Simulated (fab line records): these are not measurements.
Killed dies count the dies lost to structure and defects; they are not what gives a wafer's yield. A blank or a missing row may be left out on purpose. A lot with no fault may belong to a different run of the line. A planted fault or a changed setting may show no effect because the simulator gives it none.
A lot that was struck, set against a sound lot || flow n5-finfet || 24 out of 1938 route steps
Sound: wafers L263.1, L263.3, L263.6. Wafers struck: L254.1, L254.2, L254.5. Last of all comes the cause.
Order at every step that has rows: each side's tool, ch and its chambers, its first start. Under that, the readings that differ: sound wafers || struck wafers || difference of the means || sigmas: that difference in standard deviations of wafers without a fault.
alike: same words and numbers on both sides, and readings whose means sit less than 2 such deviations apart. not compared: any withheld reading, any reading some wafer has no value for, any bound like >300 that may hide the same value, and any number with overlapping values for which the record gives no deviation.
The two part at a step that has a row with sigmas, a row that says differs or no value, or rows on one side only. Numbers that don't overlap but have no deviation are shown without sigmas and don't part them. A reading that every wafer of one side lacks parts them only if that side has two wafers or more.

first, 11 steps without rows for these wafers: N5_WELL_APT_OXIDE_STRIP_42 (strips SiO2 in dHF, time 45 s, target depth 12 nm); N5_WELL_APT_PRECLEAN_36 (cleans in O3/DIW, time 45 s); N5_WELL_APT_PRECLEAN_39 (cleans in dHF, time 60 s); N5_WELL_APT_SRD_37 (time 30 s); N5_WELL_APT_EPI_41 (deposits Si from SiH4/H2, target thk 50 nm, time 297.7 s); N5_PMOS_HMC_CHANNEL_EPI_HM_DEP_34 (deposits SiO2 from TEOS/O2, target thk 36 nm, time 6.9 s); N5_PMOS_HMC_CHANNEL_EPI_COAT_31 (time 60 s, resist thk 66 nm); N5_PMOS_HMC_CHANNEL_EPI_COAT_03 (resist thk 205 nm); N5_PMOS_HMC_CHANNEL_EPI_EBR_05; N5_PMOS_HMC_CHANNEL_EPI_SOFTBAKE_04 (time 60 s); N5_PMOS_HMC_CHANNEL_EPI_EXPOSE_06 (exposes mask PMOS HMC BLK, target cd 240 nm).
N5_PMOS_HMC_CHANNEL_EPI_PEB_07: peb time 60 s.
  sound on litho-track-02 ch 0, day 7 10:53; struck on litho-track-02 ch 0, day 5 05:49
{"reading": "heater-power-total-W (W)", "sound": "177.5 173.4 173.6", "struck": "182.8 187.8 183.8", "difference": "+10.0", "sigmas": "+6"}
{"reading": "plate-temp-C (C)", "sound": "110.12 110.19 110.07", "struck": "114.60 114.69 114.58", "difference": "+4.50", "sigmas": "+37"}
then, 1 step without rows for these wafers: N5_PMOS_HMC_CHANNEL_EPI_DEVELOP_08 (develop time 30 s).
N5_PMOS_HMC_CHANNEL_EPI_CD_MEAS_09: the cd target is 237.4 nm.
  sound on cd-sem-02 ch 0, day 7 10:56; struck on cd-sem-03 ch 0, day 5 05:53
{"reading": "cd-nm (nm)", "sound": "236.8 237.2 237.1", "struck": "249.6 248.8 249.3", "difference": "+12.2", "sigmas": "+11"}
N5_PMOS_HMC_CHANNEL_EPI_DESCUM_14: chemistry O2, time 7.9 s.
  sound on rie-diel-05 ch 0,2, day 7 11:02; struck on rie-diel-04 ch 0,1,3, day 5 05:58
{"reading": "throttle-valve-pct (%)", "sound": "20.85 20.62 20.84", "struck": "20.13 20.43 20.66", "difference": -0.36, "sigmas": -2}
{"reading": "model.PMOS_HMC_CHANNEL_EPI.cd-nm (nm)", "sound": "236.3 236.8 236.9", "struck": "249.7 248.8 249.4", "difference": "+12.6", "sigmas": ""}
  alike: drypump-motor-current-A, oes-product-au, rf-vpp-V, showerhead-plenum-p-Torr
  not compared: rf-hours-counter-h
then, 5 steps without rows for these wafers: N5_PMOS_HMC_CHANNEL_EPI_ETCH_32 (etches BARC in N2/H2, stops on SiO2, target depth 85.8 nm, time 50.3 s); N5_PMOS_HMC_CHANNEL_EPI_HM_OPEN_15 (chemistry CHF3/O2, target SiO2, target depth 40.6 nm, time 20.3 s); N5_PMOS_HMC_CHANNEL_EPI_STRIP_33 (strips in N2/H2); N5_PMOS_HMC_CHANNEL_EPI_STRIP_17 (strips in SPM, time 750 s); N5_PMOS_HMC_CHANNEL_EPI_ETCH_38 (etches SiO2 in CF4, target depth 1.5 nm).
N5_PMOS_HMC_CHANNEL_EPI_FIN_RECESS_16: chemistry HBr/Cl2, target Si, target depth 54 nm, time 18 s.
  sound on rie-si-02 ch 1,2,3, day 7 11:29; struck on rie-si-06 ch 0,1,2, day 5 06:25
{"reading": "model.PMOS_HMC_CHANNEL_EPI.cd-nm (nm)", "sound": "239.8 239.9 239.8", "struck": "251.4 250.8 252.1", "difference": "+11.6", "sigmas": ""}
  alike: drypump-motor-current-A, oes-product-au, throttle-valve-pct
  not compared: rf-hours-counter-h
then, 1 step without rows for these wafers: N5_PMOS_HMC_CHANNEL_EPI_PRECLEAN_36 (cleans in O3/DIW, time 45 s).
-- here the record skips 6 days between the struck wafers' starts before and after, leaving off in module PMOS_HMC_CHANNEL_EPI and picking up in module BEOL_M4 (first step shown: number 1111 of the route) --
N5_BEOL_M4_RC_MEAS_101:
  sound on prober-01 ch 0, day 14 02:31; struck on prober-02 ch 0, day 11 06:31
  alike: DIBL_N, DIBL_P, IOFF_N, IOFF_P, ION_N, ION_P, SS_N, SS_P, VT_N, VT_P
-- the record jumps here: 4 days lie between the struck wafers' starts before and after (it left off in module BEOL_M4 and takes up again in module PASSIVATION, whose first step shown is number 1936 of the route) --
N5_PASSIVATION_PROBE_49:
  record: rows for the struck wafers here (prober-02, day 15 13:01), none for the sound ones

== WHERE THEY PART ==
Earliest at N5_PMOS_HMC_CHANNEL_EPI_PEB_07; latest, in this record, at N5_PASSIVATION_PROBE_49.

WHY: the cause the simulator had injected
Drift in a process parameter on litho-track-02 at N5_PMOS_HMC_CHANNEL_EPI_PEB_07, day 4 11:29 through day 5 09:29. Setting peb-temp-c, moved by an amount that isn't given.
